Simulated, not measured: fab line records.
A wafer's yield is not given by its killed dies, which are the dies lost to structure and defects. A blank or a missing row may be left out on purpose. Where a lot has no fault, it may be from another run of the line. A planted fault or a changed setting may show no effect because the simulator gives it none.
The tool behind it: which one? | flow nand_harc | 18 wafers from 6 lots sampled at 5 of the route's 1159 steps

WHAT THE GAUGES READ, wafer by wafer
NHARC_END_SORT_01.
lot  | measured     | on        | killed_at_array
L902 | day 23 12:43 | prober-01 | 33 664 41

EACH LOT AND THE TOOL THAT RAN IT (in order: tool; ch and the chambers of the sampled wafers; start)
lot  | NHARC_A_SLIT_DEP_23             | NHARC_A_M1_DESCUM_14               | NHARC_A_M1_ETCH_15                            | NHARC_A_M1_STRIP_18
L886 | pecvd-04 ch 0,1,2, day 15 00:46 | rie_diel-06 ch 0,1,3, day 18 09:06 | rie_diel-06 ch 2,3, day 18 09:29 or earlier   | rie_diel-04 ch 0,3, day 18 09:29
L887 | pecvd-04 ch 1,2, day 15 04:36   | rie_diel-06 ch 0,1, day 19 04:04   | rie_diel-06 ch 0,3, day 19 04:30 or earlier   | rie_diel-04 ch 0,1,3, day 19 04:30
L889 | pecvd-02 ch 0,1,2, day 15 11:40 | rie_diel-01 ch 0,3, day 19 03:32   | rie_diel-01 ch 0,1,2, day 19 03:59 or earlier | rie_diel-04 ch 0,3, day 19 03:59
L892 | pecvd-04 ch 0,1,2, day 15 19:52 | rie_diel-06 ch 1,3, day 19 11:01   | rie_diel-06 ch 0,1,3, day 19 11:23 or earlier | rie_diel-06 ch 0,1, day 19 11:23
L893 | pecvd-04 ch 0,1,2, day 16 08:58 | rie_diel-01 ch 1,2, day 20 02:01   | rie_diel-01 ch 0,1, day 20 02:23 or earlier   | rie_diel-06 ch 0,1, day 20 02:23
L902 | pecvd-04 ch 1,2, day 18 13:26   | rie_diel-06 ch 1,2, day 22 00:08   | rie_diel-06 ch 2, day 22 00:36 or earlier     | rie_diel-06 ch 0,3, day 22 00:36
- NHARC_A_SLIT_DEP_23: deposits SiON, target thk 100 nm.
- NHARC_A_M1_DESCUM_14: chemistry O2, time 3 s.
- NHARC_A_M1_ETCH_15: etches the open film in C4F8/Ar, target depth 182.5 nm, time 91.2 s.
- NHARC_A_M1_STRIP_18: strips in N2/H2.

THE ANSWER, worked out from the rows above alone
Rule: what is usual is taken from the lots themselves. The widest of any qualifying gaps counts: lots, ordered by their means at a reading, are off when they make up no more than a third of the lots, leave a main group of 4 or more, and stand apart from it by 3 or more times the standard deviation of that group's means. Not used: any main group whose means are identical at the precision the tables above print for the reading. A lot without any number at a reading at which 4 lots or more have one is off too. All remaining lots with rows at the step are treated as sound.
No lot is off at any reading shown: from this, nothing can be told.

WHAT HAD BEEN PUT IN BY THE SIMULATOR
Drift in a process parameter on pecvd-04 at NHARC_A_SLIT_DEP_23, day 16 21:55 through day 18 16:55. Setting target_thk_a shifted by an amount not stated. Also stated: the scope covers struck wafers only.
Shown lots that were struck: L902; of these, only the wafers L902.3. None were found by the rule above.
